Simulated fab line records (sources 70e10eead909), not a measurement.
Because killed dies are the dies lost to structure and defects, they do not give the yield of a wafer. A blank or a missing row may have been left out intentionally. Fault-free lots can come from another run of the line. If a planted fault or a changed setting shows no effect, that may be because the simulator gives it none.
Which tool is to blame?    flow nandHarc    18 wafers from 6 lots sampled at 5 of the route's 1159 steps

## WHAT THE GAUGES SHOWED, per wafer
NHARC_END_SORT_01.
lot   measured      on         killedAtArray
L293  day 25 04:38  prober-02  41 569 562

## EACH LOT AND THE TOOL THAT RAN IT (in order: tool; ch and the chambers of the sampled wafers; start)
lot   NHARC_A_STAIRCASE_ETCH_15                     NHARC_A_STAIRCASE_ETCH_17          NHARC_A_STAIRCASE_ETCH_19                   NHARC_A_STAIRCASE_ETCH_25
L284  rieDiel-07 ch 0,2,3, day 11 06:56 or earlier  rieDiel-07 ch 0,1,3, day 11 06:56  rieDiel-07 ch 0,1,3, no start               rieDiel-12 ch 0,2, no start
L286  rieDiel-12 ch 1,2, day 11 18:56 or earlier    rieDiel-12 ch 1,2, day 11 18:56    rieDiel-12 ch 0,1, no start                 rieDiel-12 ch 1,2, no start
L288  rieDiel-12 ch 0,3, day 12 15:16 or earlier    rieDiel-12 ch 0,2, day 12 15:16    rieDiel-12 ch 2,3, no start                 rieDiel-12 ch 0,2,3, no start
L293  rieDiel-12 ch 1,2, day 14 04:33 or earlier    rieDiel-12 ch 0,2, day 14 04:33    rieDiel-12 ch 0,3, day 25 04:38 or earlier  rieDiel-12 ch 0,1,3, day 25 04:38 or earlier
L300  rieDiel-07 ch 2,3, day 15 20:15 or earlier    rieDiel-07 ch 0,2, day 15 20:15    rieDiel-07 ch 2,3, no start                 rieDiel-12 ch 0,3, no start
L304  rieDiel-07 ch 1,2,3, day 16 10:16 or earlier  rieDiel-07 ch 0,1,3, day 16 10:16  rieDiel-07 ch 0,3, no start                 rieDiel-12 ch 2,3, no start
- NHARC_A_STAIRCASE_ETCH_15: etches the open film in C4F8/O2, target depth 100 nm, time 40.5 s.
- NHARC_A_STAIRCASE_ETCH_17: etches the open film in C4F8/O2, target depth 100 nm, time 40.5 s.
- NHARC_A_STAIRCASE_ETCH_19: etches the open film in C4F8/O2, target depth 100 nm, time 40.5 s.
- NHARC_A_STAIRCASE_ETCH_25: etches the open film in C4F8/O2, target depth 100 nm, time 40.5 s.

## THE ANSWER, worked out from the rows above alone
Rule: the usual values come from the lots themselves. The widest of any qualifying gaps counts: lots, ordered by their means at a reading, are off when they make up no more than a third of the lots, leave a main group of 4 or more, and stand apart from it by 3 or more times the standard deviation of that group's means. If all means in a main group match to the digits the tables above print for the reading, that group is not used. Also off: a lot with no number at a reading for which 4 or more lots have one. The other lots that the step has rows for count as sound.
Across all readings shown, no lot is off: no conclusion can be drawn from this.

## WHAT THE SIMULATOR HAD PUT IN
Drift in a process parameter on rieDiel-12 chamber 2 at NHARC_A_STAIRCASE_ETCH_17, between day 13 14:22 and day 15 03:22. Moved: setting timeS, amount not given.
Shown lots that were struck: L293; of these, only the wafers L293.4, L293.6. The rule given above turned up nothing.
